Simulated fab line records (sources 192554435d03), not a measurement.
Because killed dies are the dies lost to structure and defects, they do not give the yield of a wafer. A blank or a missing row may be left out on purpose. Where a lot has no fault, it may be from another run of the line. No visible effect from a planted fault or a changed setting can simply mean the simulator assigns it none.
2 desks looking at one fault    flow n5Finfet    each desk holds nothing but its own numbers, with what lay behind them at the end

## AT THE TOOL OWNER'S DESK: rieDiel-01
The tool's own readings at N5_BEOL_M15_TRENCH_ETCH_34 (etches SiO2 in C4F8/O2/Ar, target depth 872.93 nm, time 199 s): means of the sampled wafers that have a number, for each lot that ran on this tool. The brackets show how far a lot's mean lies from the usual mean; more than 4 standard deviations puts the lot out of limits, marked OUT.
Columns: A = drypumpMotorCurrentA at N5_BEOL_M15_TRENCH_ETCH_34, usual 5.9 A; B = oes_ar_750_au at N5_BEOL_M15_TRENCH_ETCH_34, usual 0.81 a.u.; C = oesProductAu at N5_BEOL_M15_TRENCH_ETCH_34, usual 0.81 a.u.; D = rfVppV at N5_BEOL_M15_TRENCH_ETCH_34, usual 2221 V; E = showerheadPlenumPTorr at N5_BEOL_M15_TRENCH_ETCH_34, usual 3.43 Torr; F = throttleValvePct at N5_BEOL_M15_TRENCH_ETCH_34, usual 30.83 %
lot   first seen here  A    B     C     D     E     F
L297  day 14 22:59     5.3  0.73  0.73  2190  3.47  31.11
L298  day 15 07:50     5.3  0.72  0.72  2190  3.47  31.11
L303  day 16 06:58     5.4  0.72  0.78  2185  3.37  31.36
L302  day 16 10:00     5.7  0.73  0.78  2183  3.38  31.31
Result from this desk: across the 4 lots, nothing is out of limits.

## THE METROLOGY DESK
What the gauges read, lot by lot, whatever tool the lot ran on: means of the sampled wafers that have a number. The brackets show how far a lot's mean lies from the usual mean; more than 4 standard deviations puts the lot out of limits, marked OUT.
Columns: A = M15_THK at N5_BEOL_M15_THK_MEAS_50, usual 869 nm; B = M15_RS at N5_BEOL_M15_RS_MEAS_54, usual 0.0215 ohm/sq
lot   first seen here  A               B
L289  day 13 11:49     861             0.0218
L295  day 14 09:26     855             0.0216
L297  day 15 05:10     851             0.0214
L298  day 15 10:50     852             0.0215
L303  day 16 12:17     989 (+5.0) OUT  0.0194 (-4.4) OUT
L301  day 16 12:46     881             0.0216
L300  day 16 14:22     881             0.0214
L302  day 16 18:23     974 (+4.4) OUT  0.0194 (-4.4) OUT
L306  day 18 12:22     885             0.0211
Finding of this desk: L302, L303 out of limits, first seen on L303 at day 16 12:17 (M15_THK at N5_BEOL_M15_THK_MEAS_50). L289, L295, L297, L298, L301, L300, L306: within limits.

## PUT TOGETHER
At day 16 12:17 the metrology desk could have sounded an alarm, on L302, L303.
The desk of the tool owner found nothing out of limits.
Tool owner's desk: L302, L303 on record, inside its limits.
On rieDiel-01, each named lot ran N5_BEOL_M15_TRENCH_ETCH_34.

## WHAT THE SIMULATOR HAD INSERTED
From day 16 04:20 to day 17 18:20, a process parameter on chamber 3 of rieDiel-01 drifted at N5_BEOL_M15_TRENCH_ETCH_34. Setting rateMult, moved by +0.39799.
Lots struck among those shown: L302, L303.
Delay in hours, fault start to first out-of-limits reading, per desk: metrology desk 8.
